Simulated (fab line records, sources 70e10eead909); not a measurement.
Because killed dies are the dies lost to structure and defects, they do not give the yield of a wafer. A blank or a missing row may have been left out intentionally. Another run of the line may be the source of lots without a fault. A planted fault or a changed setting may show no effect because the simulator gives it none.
fab line records	flow nand-harc
[record] lots = 6	wafers = 18	last-day = 33
route steps=1302 shown P_M1@305 P_M2@318 END@1302
lots that met no fault: taken from a fault-free run of the same line
start-h: start of the lot's first displayed wafer, in hours after the record's first day	wait-h: hours elapsed since this lot's preceding step	" same as the row above	L1.1+2: several wafers, shown together as one row	- no value, or no start was given	* or withheld: withheld	< > ~ a bound
route shown NAME@n: names a module that has steps shown in the file, with the first one's number in the route	usual: the fault-free wafers' mean and standard deviation	same: alike in all rows	chamber/n: place in a boat	sites: the reading at each site	_std_site: the standard deviation of these	_edge_site: outer sites' mean less inner sites'	radius-mm: for every site, how far away it sits from the centre of the wafer	mask NAME#n: copy n	behind: the last tool/chamber to shape the wafer	hold: why the lot went on hold/how many hours it stayed there/how the hold came to an end	device: which transistor (n, p or np) failed to switch	end of line: the tests these same wafers got at the end of their route	a step with no rows: only its recipe	killed: dies that structure and defects cost at the first sort, which is not the same as the wafer's yield	map: a wafer's dies, marking killed ones x, the rest . and places with no die _
set.NAME: setting as actually run; set.NAME@STEP: the setting as run at that earlier step	model.NAME: the simulator's own value behind a step, which no gauge read
lots at selected steps of the route; one table per step, one row per wafer
services: a tool's chamber out of use, with start hour (start-h, from the record's first day; less than 0 if before it), hours out, and reason
[[steps]]
[step NHARC_P_M1_DEGAS_29]
[recipe] temp-c = 250	time-s = 60
[step NHARC_P_M1_PRE_CLEAN_30]
[recipe] time-s = 30	temp-c = 280	gas = H2/He
[usual] heater-power-w = 396/42
[same] time-s = 30
lot.wafer	tool	chamber	start-h	wait-h	heater-power-w
L949.1	pvd-sputter-03	-	-	-	377
L949.4	"	-	"	"	428
L949.6	"	-	"	"	443
L950.3	pvd-sputter-03	-	-	-	382
L950.1	"	-	"	"	426
L950.5	"	-	"	"	476
L951.1	pvd-sputter-01	-	-	-	419
L951.3	"	-	"	"	424
L951.6	"	-	"	"	357
L959.4	pvd-sputter-03	-	-	-	369
L959.1	"	-	"	"	476
L959.3	"	-	"	"	390
L968.3	pvd-sputter-02	-	-	-	443
L968.4	"	-	"	"	326
L968.5	"	-	"	"	442
L969.1	pvd-sputter-03	-	-	-	431
L969.3	"	-	"	"	478
L969.6	"	-	"	"	385
[step NHARC_P_M1_PVD_20]
[recipe] target-thk-a = 50	bias-v = 168.6	power-w = 15000	chamber-pressure-pa = 0.12	time-s = 8.06	substrate-temp-c = 50	material = TaN
[usual] throttle-valve-pct = 29.9/1.2
[same] time-s = 8.06
lot.wafer	tool	chamber	start-h	wait-h	throttle-valve-pct
L949.4	pvd-sputter-03	-	-	-	29.6
L949.1	"	-	"	"	28.8
L949.6	"	-	"	"	30.9
L950.3	pvd-sputter-03	-	-	-	30.4
L950.1	"	-	"	"	30.8
L950.5	"	-	"	"	30.3
L951.1	pvd-sputter-01	-	-	-	28.8
L951.3	"	-	"	"	30.6
L951.6	"	-	"	"	29.0
L959.1	pvd-sputter-03	-	-	-	29.7
L959.4	"	-	"	"	30.9
L959.3	"	-	"	"	27.9
L968.3	pvd-sputter-02	-	-	-	28.4
L968.4	"	-	"	"	30.7
L968.5	"	-	"	"	29.0
L969.3	pvd-sputter-03	-	-	-	27.9
L969.1	"	-	"	"	29.8
L969.6	"	-	"	"	27.9
[step NHARC_P_M1_PVD_21]
[recipe] target-thk-a = 300	chamber-pressure-pa = 5	power-w = 5000	substrate-temp-c = 30	time-s = 20.49	material = Cu
[step NHARC_P_M1_ECD_22]
[recipe] target-thk-a = 4000	bath-temp-c = 25	material = Cu
[step NHARC_P_M1_ANNEAL_31]
[recipe] temp-c = 225	time-s = 90
[usual] wafer_temp_C_max = 225.52/0.18
[same] time-s = 90
lot.wafer	tool	chamber	start-h	wait-h	wafer_temp_C_max
L949.1	rtp-anneal-01	0	140.44	0.3	225.46
L949.4	"	0	"	"	225.38
L949.6	"	0	"	"	225.37
L950.1	rtp-anneal-02	0	144.26	0.3	225.57
L950.3	"	0	"	"	225.34
L950.5	"	0	"	"	225.50
L951.1	rtp-anneal-01	0	162.26	0.3	225.61
L951.3	"	0	"	"	225.60
L951.6	"	0	"	"	225.35
L959.1	rtp-anneal-01	0	238.26	0.3	225.53
L959.3	"	0	"	"	225.32
L959.4	"	0	"	"	225.69
L968.3	rtp-anneal-02	0	327.82	-	225.70
L968.4	"	0	"	"	225.62
L968.5	"	0	"	"	225.41
L969.1	rtp-anneal-02	0	341.64	0.3	225.29
L969.3	"	0	"	"	225.47
L969.6	"	0	"	"	225.40
[step NHARC_P_M1_CMP_23]
[recipe] t-overpolish-s = 20	target-thk-nm = 157.82
[usual] motor-current-A = 11.8/1.1	time-to-endpoint-s = 29.2/2
lot.wafer	tool	chamber	start-h	wait-h	motor-current-A	time-to-endpoint-s
L949.1	cmp-03	1	140.78	-	13.8	26.0
L949.4	"	2	"	"	11.3	32.2
L949.6	"	1	"	"	13.5	27.3
L950.1	cmp-02	1	144.64	-	11.0	29.4
L950.3	"	3	"	"	12.6	31.6
L950.5	"	1	"	"	10.4	30.1
L951.1	cmp-02	1	162.64	-	10.7	29.5
L951.3	"	2	"	"	11.3	31.2
L951.6	"	0	"	"	12.1	30.5
L959.1	cmp-04	1	238.60	-	10.5	27.7
L959.4	"	3	"	"	12.1	29.3
L959.3	"	0	"	"	9.8	29.8
L968.4	cmp-03	1	328.09	-	14.3	27.0
L968.3	"	3	"	"	12.3	27.8
L968.5	"	0	"	"	11.6	29.7
L969.3	cmp-02	2	341.99	-	11.2	31.1
L969.1	"	3	"	"	12.8	27.7
L969.6	"	3	"	"	12.9	27.7
[step NHARC_P_M1_THK_MEAS_24]
[recipe] thk-meas-gauge = xrf
[usual] thk-nm = 158.0/1.2
lot.wafer	tool	chamber	start-h	wait-h	thk-nm
L949.1	film-metro-01	-	141.10	-	159.3
L949.4	"	-	"	"	160.9
L949.6	"	-	"	"	159.8
L950.1	film-metro-02	-	144.92	-	159.8
L950.3	"	-	"	"	158.3
L950.5	"	-	"	"	158.2
L951.1	film-metro-01	-	162.92	-	155.8
L951.3	"	-	"	"	158.4
L951.6	"	-	"	"	156.6
L959.1	film-metro-01	-	238.91	-	157.3
L959.3	"	-	"	"	155.9
L959.4	"	-	"	"	157.4
L968.3	film-metro-01	-	328.38	-	158.0
L968.4	"	-	"	"	156.9
L968.5	"	-	"	"	156.7
L969.1	film-metro-01	-	342.30	-	157.0
L969.3	"	-	"	"	157.8
L969.6	"	-	"	"	158.0
[step NHARC_P_M1_SRD_25]
[step NHARC_P_M1_INSPECT_27]
[usual] raw-defect-count = 301/110
lot.wafer	tool	chamber	start-h	wait-h	raw-defect-count
L949.1	defect-inspect-02	-	141.30	0.0	189
L949.4	"	-	"	"	232
L949.6	"	-	"	"	396
L950.1	defect-inspect-02	-	145.08	0.0	207
L950.3	"	-	"	"	270
L950.5	"	-	"	"	271
L951.1	defect-inspect-01	-	163.08	0.0	405
L951.3	"	-	"	"	327
L951.6	"	-	"	"	317
L959.1	defect-inspect-01	-	239.07	0.0	314
L959.3	"	-	"	"	200
L959.4	"	-	"	"	254
L968.3	defect-inspect-01	-	328.54	0.0	285
L968.4	"	-	"	"	435
L968.5	"	-	"	"	280
L969.1	defect-inspect-02	-	342.46	0.0	197
L969.3	"	-	"	"	427
L969.6	"	-	"	"	267
[step NHARC_P_M1_PRE_CLEAN_32]
[recipe] time-s = 12	temp-c = 370	rf-power-w = 300	gas = NH3
[usual] heater-power-w = 634/70
[same] time-s = 12
lot.wafer	tool	chamber	start-h	wait-h	heater-power-w
L949.1	pecvd-03	0	141.36	0.1	493
L949.4	"	1	"	"	687
L949.6	"	2	"	"	693
L950.1	pecvd-01	2	145.16	0.1	666
L950.3	"	0	"	"	569
L950.5	"	2	"	"	658
L951.3	pecvd-04	1	163.15	0.1	672
L951.1	"	2	"	"	505
L951.6	"	2	"	"	498
L959.3	pecvd-01	2	239.15	0.1	621
L959.1	"	0	"	"	537
L959.4	"	2	"	"	615
L968.3	pecvd-03	2	328.63	0.1	670
L968.5	"	0	"	"	640
L968.4	"	2	"	"	661
L969.1	pecvd-03	0	342.53	0.1	648
L969.3	"	2	"	"	664
L969.6	"	2	"	"	680
[step NHARC_P_M1_DEP_33]
[recipe] target-thk-a = 300	temp-c = 370	target-thk-nm = 30	pressure-torr = 3	flow-sccm = 200	rf-w = 450	material = SiCN
[usual] heater-power-w = 584/70
lot.wafer	tool	chamber	start-h	wait-h	heater-power-w
L949.1	pecvd-03	0	141.44	0.1	518
L949.4	"	1	"	"	668
L949.6	"	2	"	"	582
L950.1	pecvd-01	2	145.27	0.1	579
L950.3	"	0	"	"	554
L950.5	"	2	"	"	575
L951.3	pecvd-04	1	163.23	0.1	618
L951.1	"	2	"	"	444
L951.6	"	2	"	"	438
L959.3	pecvd-01	2	239.26	0.1	590
L959.1	"	0	"	"	529
L959.4	"	2	"	"	579
L968.3	pecvd-03	2	328.77	0.1	575
L968.5	"	0	"	"	589
L968.4	"	2	"	"	572
L969.1	pecvd-03	0	342.61	0.1	496
L969.3	"	2	"	"	619
L969.6	"	2	"	"	620
[step NHARC_P_M2_DEP_00]
[recipe] target-thk-a = 1825	target-thk-nm = 182.5	temp-c = withheld	pressure-torr = 5	flow-sccm = 200	rf-w = 600	material = SiOC
[step NHARC_P_M2_DEHYDRATE_01]
[recipe] temp-c = 150	time-s = 120
[step NHARC_P_M2_HMDS_02]
[recipe] time-s = 30
[step NHARC_P_M2_COAT_34]
[recipe] temp-c = 200	time-s = 65
[step NHARC_P_M2_COAT_03]
[recipe] spin-rpm = 1500	resist-thk-nm = 90
[step NHARC_P_M2_SOFTBAKE_04]
[recipe] temp-c = 105	time-s = 55
[step NHARC_P_M2_EBR_05]
[step NHARC_P_M2_EXPOSE_06]
[recipe] na = 1.35	target-cd-nm = 170	dose-mj = 80.78	mask-id = P_M2
[step NHARC_P_M2_PEB_07]
[recipe] peb-temp-c = 100	peb-time-s = 65
[step NHARC_P_M2_DEVELOP_08]
[recipe] develop-time-s = 35	dev-temp-c = 23
[step NHARC_P_M2_CD_MEAS_09]
[recipe] target-cd-nm = 170	landing-energy-ev = 500
[usual] cd-nm = 169.9/0.56
lot.wafer	tool	chamber	start-h	wait-h	cd-nm
L949.1	cd-sem-03	0	142.57	-	169.7
L949.4	"	0	"	"	170.5
L949.6	"	0	"	"	170.2
L950.1	cd-sem-01	0	146.47	-	169.9
L950.3	"	0	"	"	170.7
L950.5	"	0	"	"	170.9
L951.1	cd-sem-03	0	164.47	-	170.8
L951.3	"	0	"	"	170.0
L951.6	"	0	"	"	170.8
L959.1	cd-sem-01	0	240.47	-	169.5
L959.3	"	0	"	"	169.3
L959.4	"	0	"	"	169.8
L968.3	cd-sem-02	0	329.91	-	169.4
L968.4	"	0	"	"	169.8
L968.5	"	0	"	"	169.4
L969.1	cd-sem-02	0	343.85	-	168.9
L969.3	"	0	"	"	169.1
L969.6	"	0	"	"	169.7
[step NHARC_P_M2_OVL_MEAS_10]
[recipe] pitch-nm = 340
[usual] overlay-x-nm = 0.0/0.78	overlay-y-nm = 0.1/0.8
lot.wafer	tool	chamber	start-h	wait-h	overlay-x-nm	overlay-y-nm
L949.1	overlay-01	-	142.66	-	0.0	2.2
L949.4	"	-	"	"	-0.5	1.8
L949.6	"	-	"	"	-0.5	1.5
L950.1	overlay-02	-	146.56	-	0.5	-0.2
L950.3	"	-	"	"	0.2	-0.7
L950.5	"	-	"	"	0.5	0.1
L951.1	overlay-02	-	164.56	-	-1.8	-0.4
L951.3	"	-	"	"	-1.9	-0.8
L951.6	"	-	"	"	-2.0	-0.4
L959.1	overlay-01	-	240.56	-	0.5	-0.6
L959.3	"	-	"	"	0.3	-0.3
L959.4	"	-	"	"	0.3	-0.5
L968.3	overlay-02	-	329.99	-	0.4	1.2
L968.4	"	-	"	"	0.4	1.1
L968.5	"	-	"	"	0.1	1.8
L969.1	overlay-01	-	343.94	-	0.3	-0.4
L969.3	"	-	"	"	-0.2	-0.7
L969.6	"	-	"	"	0.3	-0.7
[step NHARC_P_M2_INSPECT_11]
[usual] raw-defect-count = 4.5/2.8
lot.wafer	tool	chamber	start-h	wait-h	raw-defect-count
L949.1	defect-inspect-02	-	142.69	0.0	7
L949.4	"	-	"	"	5
L949.6	"	-	"	"	6
L950.1	defect-inspect-02	-	146.60	0.0	3
L950.3	"	-	"	"	4
L950.5	"	-	"	"	3
L951.1	defect-inspect-02	-	164.60	0.0	6
L951.3	"	-	"	"	4
L951.6	"	-	"	"	2
L959.1	defect-inspect-02	-	240.60	0.0	3
L959.3	"	-	"	"	5
L959.4	"	-	"	"	5
L968.3	defect-inspect-02	-	330.03	0.0	610
L968.4	"	-	"	"	570
L968.5	"	-	"	"	575
L969.1	defect-inspect-02	-	343.97	0.0	600
L969.3	"	-	"	"	590
L969.6	"	-	"	"	613
[step NHARC_P_M2_DESCUM_14]
[recipe] time-s = 3	o2-flow-sccm = 200	ar-flow-sccm = 0	bias-power-w = 0	chemistry = O2
[step NHARC_END_SORT_01]
[recipe] temp-c = 25
[usual] defect-limited-yield = 90/3.3	killed-at-array = 61/22	killed-at-other = 0.8/1	killed-at-periphery = 3.8/2.3	killed-dies = 66/22	killed-open = 3.2/1.9	killed-short = 2.8/1.8
[same] gross-dies = 677
lot.wafer	tool	chamber	start-h	wait-h	defect-limited-yield[%]	killed-at-array	killed-at-other	killed-at-periphery	killed-dies	killed-open	killed-short
L968.3	prober-01	0	754.04	3.1	78	45	1	100	146	2	3
L968.4	prober-01	0	754.85	3.4	77	69	1	84	154	2	4
L968.5	prober-01	0	755.66	3.7	82	41	3	79	123	3	1
L969.1	prober-02	0	776.30	2.5	78	57	0	93	150	4	3
L969.3	prober-02	0	777.91	3.1	79	50	0	92	142	2	1
L969.6	prober-02	0	780.33	4.0	77	68	1	89	158	1	2
// killed by level:class
L968.3 P_M1:unspecified=96 A_CHANNEL_HOLE_D2:chamber-film-flake=22 A_CHANNEL_HOLE_D1:chamber-film-flake=11 A_SLIT:chamber-film-flake=7 P_GATE:chamber-film-flake=2 P_M0:geometric-particle:open=1 A_ONON_D1:geometric-particle:short=1 A_ONON_D1:geometric-particle:open=1
L968.4 P_M1:unspecified=82 A_SLIT:chamber-film-flake=33 A_CHANNEL_HOLE_D1:chamber-film-flake=13 A_CHANNEL_HOLE_D2:chamber-film-flake=10 A_CONTACT:chamber-film-flake=4 A_STAIRCASE:chamber-film-flake=3 A_CHANNEL_FILL_D2:geometric-particle:open=2 P_M0:geometric-particle:short=1
L968.5 P_M1:unspecified=76 A_SLIT:chamber-film-flake=20 A_CHANNEL_HOLE_D2:chamber-film-flake=12 A_CHANNEL_HOLE_D1:chamber-film-flake=5 THIN_TSV:chamber-film-flake=3 P_CONTACT:geometric-particle:open=1 A_ONON_D1:geometric-particle:open=1 A_DECK1_JOINT:geometric-particle:short=1
L969.1 P_M1:unspecified=87 A_SLIT:chamber-film-flake=19 A_CHANNEL_HOLE_D1:chamber-film-flake=15 A_CONTACT:chamber-film-flake=9 A_CHANNEL_HOLE_D2:chamber-film-flake=3 A_CHANNEL_FILL_D2:chamber-film-flake=3 P_GATE:chamber-film-flake=2 P_M1:chamber-film-flake=2
L969.3 P_M1:unspecified=87 A_SLIT:chamber-film-flake=22 A_CHANNEL_HOLE_D1:chamber-film-flake=16 A_CONTACT:chamber-film-flake=8 P_GATE:chamber-film-flake=2 P_STI:geometric-particle:short=1 P_GATE:geometric-particle:open=1 A_SOURCE_PLATE:geometric-particle:open=1
L969.6 P_M1:unspecified=89 A_SLIT:chamber-film-flake=31 A_CHANNEL_HOLE_D1:chamber-film-flake=16 A_CONTACT:chamber-film-flake=8 A_STAIRCASE:chamber-film-flake=3 A_CHANNEL_FILL_D1:chamber-film-flake=2 A_DECK1_JOINT:chamber-film-flake=2 A_CHANNEL_FILL_D2:chamber-film-flake=2
// map L968.4 (x killed, . not)
____________.____________
_________......._________
_______..........._______
______xxx.x.x......______
_____..x....x......._____
____..xxx.x..........____
____.xxxxx...........____
___.x.x.xxxx..........___
___...xxxxxxx.........___
__....xxxxx............__
__......xxxx...........__
_......xxx.............._
_......xx..............._
_....x.................._
_......................._
_.......x..............._
..x............x.........
.........................
.........................
.........................
................xx.......
_......................._
_.............xxxxx..x.._
_.............xxxxx...x._
_...........x.xxxxx....x_
_...........xxxxxxx.x..._
__.........x.xxxxxxx..x__
__...........xxxxxxxx..__
___.........xxxxxxxxx.___
___.x.x...x.xxxxxxxxx.___
____.x.xx....xxxxxxxx____
____x.x.x...xxxxxxx..____
_____xxx....xxxxxxx._____
______.x.....x.xxxx______
_______x..x.....x._______
_________......._________
____________.____________
// map L969.6 (x killed, . not)
____________.____________
_________......._________
_______..........._______
______.............______
_____..xx..........._____
____...x...x.........____
____..xxx............____
___...x.xx.x..........___
___x..xxxx.xx.........___
__....x.x.x............__
__....xxxxx....x.......__
_.......xx.............._
_......xx.x............x_
_......................._
_.....................xx_
_......................._
.........................
x....x.................x.
..x...................xx.
x.........x......x.......
.........x...............
_..x............x...xx.._
_...............xx......_
_............xxxxxxx...._
_............xxxxxxx.x.x_
_.............xxxxxxxx.._
__....x......xxxxxxxx..__
__..........xxxxxxxxx..__
___.x.......xxxxxxxxx.___
___..x.....x.xxxxxxxx.___
____x.x.x....xxxxxxxx____
____xxxx.....xxxxxxxx____
_____.xx.x....xxxxxx_____
______.x...x.x.xxxx______
_______x.......xxx_______
_________x.....x_________
____________.____________
[[services]]
tool	chamber	start-h	hours	kind
pecvd-04	-	127.92	13.0	pm
pecvd-01	-	130.14	13.0	pm
cmp-02	-	134.55	4.0	pm
cmp-03	-	162.13	4.0	pm
pecvd-04	1	163.69	4.2	repair
pvd-sputter-03	-	170.00	10.0	pm
cmp-03	-	171.06	1.3	repair
pecvd-03	-	173.08	2.4	repair
pecvd-03	-	185.00	13.0	pm
pvd-sputter-03	-	193.04	1.6	repair
cmp-02	-	196.39	3.6	repair
pecvd-01	1	212.34	20.4	repair
cmp-03	-	214.21	4.0	repair
cmp-03	-	225.44	0.6	repair
pvd-sputter-01	-	226.00	10.0	pm
cmp-02	-	232.55	4.0	pm
pvd-sputter-02	-	239.32	1.3	repair
cmp-03	-	260.13	4.0	pm
pvd-sputter-01	-	267.30	2.8	repair
cmp-02	-	279.53	0.4	repair
pvd-sputter-03	-	286.01	6.8	repair
pecvd-01	-	311.14	13.0	pm
cmp-02	-	330.55	4.0	pm
pvd-sputter-03	-	333.78	6.7	repair
[[key]]
[first-sign] step = NHARC_P_M2_INSPECT_11	reading = raw-defect-count	direction = up	sigmas = 99+	usual = 4.5	struck = 593
[effect] step = NHARC_END_SORT_01	reading = killed-at-periphery	direction = up	sigmas = 37	usual = 3.8	struck = 89.5
[more-kills-born-at] NHARC_P_M1_DEP_33@pecvd-03 = 517
met-at NHARC_P_M1_DEP_33
struck-wafers L968.3,L968.4,L968.5,L969.1,L969.3,L969.6
onset-between 141.44 328.77
also-fits time
[fault] kind = chamber-particle-source	tool = pecvd-03	chamber = -	onset-h = 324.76	steps = NHARC_P_M1_DEP_33	rate-per-visit-cm2 = 0.94357	end-h = 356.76
